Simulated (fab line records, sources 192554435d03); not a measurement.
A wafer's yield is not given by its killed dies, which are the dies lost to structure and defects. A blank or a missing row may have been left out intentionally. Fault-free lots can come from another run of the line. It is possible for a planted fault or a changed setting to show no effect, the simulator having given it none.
Chamber matching -- flow n5_finfet -- N5_MOL_CONTACT_COAG_ETCH_48 on rie_diel-06 has 4 sister chambers
The step etches SiOC in C4F6/O2, target depth 15 nm, overetch 4.5 nm, time 17 s. 4 wafers are shown with their chamber, then 11 later ones without.

## WAFERS WITH THEIR CHAMBER
wafer,chamber,rf_vpp_V (V)
L084.3,1,1578
L087.1,3,1663
L087.3,0,1525
L091.1,2,1627

## WAFERS WITHOUT THEIR CHAMBER
wafer,rf_vpp_V (V)
L091.3,1576
L091.5,1628
L093.1,1575
L093.3,1629
L093.4,1663
L095.2,1627
L095.5,1661
L095.6,1524
L097.3,1627
L097.5,1523
L097.6,1661

## CHAMBER TAKEN BY EACH
wafer,from the rows above,in truth
L091.3,1,1
L091.5,2,2
L093.1,1,1
L093.3,2,2
L093.4,3,3
L095.2,2,2
L095.5,3,3
L095.6,0,0
L097.3,2,2
L097.5,0,0
L097.6,3,3
Correctly placed: 11 of 11. Not placeable from these rows: 0. Number placed wrongly: 0.
How it was worked out, from the rows above alone: a wafer's distance from a chamber is the root of the sum, over the readings, of the square of ((its reading less the chamber's mean) divided by the reading's scatter). If the next closest chamber is less than 2 further off than the closest, the wafer can't be placed; otherwise it belongs to the closest. The mean given for a chamber averages the wafers shown for that chamber. The scatter: with one shown wafer a chamber, the root of the mean of the squares of how far each hidden wafer lies from its nearest shown one.
